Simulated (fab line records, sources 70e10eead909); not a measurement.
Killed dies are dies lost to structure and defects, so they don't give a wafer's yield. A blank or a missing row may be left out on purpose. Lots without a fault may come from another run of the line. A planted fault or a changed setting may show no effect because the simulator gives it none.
Chamber matching | flow nand_harc | NHARC_P_GATE_ETCH_32 on rie_si-06: 4 sister chambers
The step etches the open film in HBr/Cl2, target depth 150 nm, time 100.1 s. 18 wafers are shown with their chamber, then 9 later ones without.

WAFERS WITH THEIR CHAMBER
wafer  | chamber | drypump_motor_current_A (A) | oes_product_au (a.u.) | throttle_valve_pct (%)
L075.2 | 2       | 6.4                         | 1.001                 | 26.399
L075.4 | 0       | 6.1                         | 1.016                 | 26.399
L075.5 | 0       | 6.1                         | 1.015                 | 26.400
L077.1 | 2       | 6.3                         | 1.021                 | 26.412
L077.4 | 1       | 5.8                         | 1.001                 | 26.402
L077.6 | 1       | 5.8                         | 1.004                 | 26.409
L078.1 | 0       | 6.0                         | 1.027                 | 26.386
L078.3 | 2       | 6.3                         | 1.011                 | 26.404
L078.5 | 2       | 6.3                         | 1.023                 | 26.404
L080.3 | 0       | 6.1                         | 1.019                 | 26.407
L080.4 | 0       | 6.1                         | 1.029                 | 26.410
L080.5 | 2       | 6.3                         | 1.008                 | 26.398
L083.1 | 1       | 5.8                         | 0.984                 | 26.412
L083.2 | 2       | 6.3                         | 1.005                 | 26.422
L083.3 | 3       | 5.4                         | 0.979                 | 26.419
L086.1 | 1       | 5.8                         | 0.990                 | 26.394
L086.3 | 0       | 6.1                         | 1.013                 | 26.409
L086.6 | 2       | 6.3                         | 0.992                 | 26.407

SIGNATURES (means of the wafers above)
reading                 | chamber 0 | chamber 1 | chamber 2 | chamber 3 | scatter within a chamber
drypump_motor_current_A | 6.083     | 5.800     | 6.314     | 5.400     | 0.0347
oes_product_au          | 1.01983   | 0.99475   | 1.00871   | 0.97900   | 0.00925
throttle_valve_pct      | 26.40183  | 26.40425  | 26.40657  | 26.41900  | 0.0085
Rule: a wafer's distance from a chamber is the root of the sum, over the readings, of the square of ((its reading less the chamber's mean) divided by the reading's scatter). The wafer belongs to the nearest chamber; if the next one is less than 2 further off, it can't be placed. The scatter: the root of (the sum of the squares of (reading less its chamber's mean) over the shown wafers, divided by (wafers less chambers)).

WAFERS WITHOUT THEIR CHAMBER
wafer  | drypump_motor_current_A (A) | oes_product_au (a.u.) | throttle_valve_pct (%)
L087.3 | 6.1                         | 1.019                 | 26.391
L087.4 | 6.4                         | 0.984                 | 26.413
L087.5 | 5.8                         | 0.985                 | 26.404
L095.2 | 5.4                         | 0.983                 | 26.406
L095.4 | 6.3                         | 1.000                 | 26.403
L095.5 | 6.4                         | 0.999                 | 26.374
L097.3 | 5.4                         | 0.986                 | 26.424
L097.4 | 5.8                         | 0.998                 | 26.392
L097.6 | 6.1                         | 1.025                 | 26.407

WHICH CHAMBER EACH WENT THROUGH
wafer  | from the rows above | in truth
L087.3 | 0                   | 0
L087.4 | 2                   | 2
L087.5 | 1                   | 1
L095.2 | 3                   | 3
L095.4 | 2                   | 2
L095.5 | 2                   | 2
L097.3 | 3                   | 3
L097.4 | 1                   | 1
L097.6 | 0                   | 0
Placed correctly: 9 of 9. Can't be placed from these rows: 0. Placed wrongly: 0.
